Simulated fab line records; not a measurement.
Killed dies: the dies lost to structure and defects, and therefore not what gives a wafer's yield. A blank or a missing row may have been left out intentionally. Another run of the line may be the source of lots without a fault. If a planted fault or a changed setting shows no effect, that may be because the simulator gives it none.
Matching of chambers    flow n5Finfet    aldSin-04 running N5_MOL_CONTACT_COAG_ALD_131: 4 sister chambers
The step deposits SiO2, target thk 5 nm, pulse time 1 s, co reactant pulse time 1 s. 4 wafers are shown with their chamber, then 11 later ones without.

WAFERS, EACH WITH ITS CHAMBER
wafer   chamber  heaterPowerW (W)
L083.3  3        79
L086.2  2        81
L086.3  1        71
L089.2  0        88

WAFERS WITH NO CHAMBER GIVEN
wafer   heaterPowerW (W)
L089.4  83
L089.5  82
L093.2  91
L093.3  71
L093.4  80
L095.4  71
L095.5  70
L095.6  79
L096.1  82
L096.2  78
L096.6  80

WHICH CHAMBER EACH ONE RAN IN
wafer   from the rows above      in truth
L089.4  can't be placed: 2 or 3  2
L089.5  can't be placed: 2 or 3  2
L093.2  0                        0
L093.3  1                        1
L093.4  can't be placed: 2 or 3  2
L095.4  1                        1
L095.5  1                        1
L095.6  can't be placed: 3 or 2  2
L096.1  can't be placed: 2 or 3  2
L096.2  can't be placed: 3 or 2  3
L096.6  can't be placed: 2 or 3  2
Correct placement for 4 of the 11. Can't be placed from these rows: 7 (the true chamber is among the candidates in 7). Wrongly placed: 0.
How it was worked out, from the rows above alone: a wafer's distance from a chamber is the root of the sum, over the readings, of the square of ((its reading less the chamber's mean) divided by the reading's scatter). If the next closest chamber is less than 2 further off than the closest, the wafer can't be placed; otherwise it belongs to the closest. Each chamber's mean is taken over the wafers shown for it. The scatter (one wafer shown for each chamber): square how far every hidden wafer sits from the nearest shown wafer, average those squares and take the square root.
